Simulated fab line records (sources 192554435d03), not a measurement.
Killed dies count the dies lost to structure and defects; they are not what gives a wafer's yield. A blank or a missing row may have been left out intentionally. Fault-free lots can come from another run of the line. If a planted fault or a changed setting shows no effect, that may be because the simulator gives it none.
Code-filled problem report in 8D (eight disciplines) form | flow n5Finfet | the parts of the form that need people (team, actions taken, sign-off) are left out

1. WHAT IS WRONG
Across 3 wafers from 2 lots, M11_ILD_THK at N5_BEOL_M11_THK_MEAS_01 averages 198 nm, while fault-free wafers read 267 nm with a standard deviation of 5. Relative to the usual mean, that is a shift of -14 standard deviations.
First observed at day 12 14:01: wafer L804.6, on filmMetro-01. Wafers with a number at this step in the record: 12, from 4 lots. Rule for "out" (also "out of limits"): further than 4 standard deviations from the usual mean. All remaining wafers that have a number are taken as sound.

2. WHAT THIS IS AND IS NOT
question                    | is                         | is not
which readings at this step | M11_ILD_THK                | -
which lots                  | L804, L805                 | L800, L816
which wafers of those lots  | L804.6, L805.3, L805.6     | L804.1, L804.5, L805.2
read on which gauges        | filmMetro-01, filmMetro-02 | -
when                        | from day 12 14:01          | up to then (5 sound wafers); but 4 sound wafers of L805, L816 came after

3. SUSPECTS, AND WHAT RULES EACH OUT
Counting: if a tool at a process step up to the reading ran every lot that is out, it stays a suspect. Sound lots after the first of them don't rule it out here, since some wafers of a struck lot are sound.
- the gauge at N5_BEOL_M11_THK_MEAS_01 is ruled out. Those wafers that are out were read across 2 gauges (filmMetro-01, filmMetro-02).
- pecvd-02 at N5_BEOL_M11_ILD_DEP_00 (deposits SiCOH lowk from DEMS/porogen, target thk 308.51 nm, time 58 s): kept. It ran every lot that is out, first L804 (day 12 13:13); its last sound lot up to then is L800 (day 11 23:38). On those wafers its own readings are out: runLengthS.
Left after counting: pecvd-02 at N5_BEOL_M11_ILD_DEP_00.

4. THE CAUSE (what the simulator had put in)
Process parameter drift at N5_BEOL_M11_ILD_DEP_00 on pecvd-02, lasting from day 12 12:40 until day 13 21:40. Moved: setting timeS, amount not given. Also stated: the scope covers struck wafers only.
After counting, this tool was the only one left.

5. THE CHAIN OF EFFECTS, in route order
Each row: a reading whose mean over the struck wafers that have a number lies more than 3 standard deviations from the usual. Only readings whose record carries a usual standard deviation are examined. hours: median over the lots of the time between each lot's start at the first step of this table that gives one and its start at this step. sigmas: the change, counted in usual standard deviations.
hours | step                    | reading     | usual   | on struck wafers | change | sigmas
0     | N5_BEOL_M11_ILD_DEP_00  | runLengthS  | 100.8 s | 87.3             | -13.5  | -24
1     | N5_BEOL_M11_THK_MEAS_01 | M11_ILD_THK | 267 nm  | 198              | -69    | -14
It contains these process steps:
- N5_BEOL_M11_ILD_DEP_00: deposits SiCOH lowk from DEMS/porogen, target thk 308.51 nm, time 58 s.

6. HOW IT WOULD HAVE BEEN CAUGHT EARLIER
In this record the first reading out of limits at a measuring or inspecting step was taken at day 12 14:01, 1 hour after the fault began at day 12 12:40.
The tool's own readings at N5_BEOL_M11_ILD_DEP_00 were out on every struck wafer that the step has a row for (runLengthS): an alarm limit on them would have fired on the first of those.
Lots out: 2; of these, L805 started N5_BEOL_M11_ILD_DEP_00 on pecvd-02 after day 12 14:01. A tool hold placed at that time would have kept it from harm.
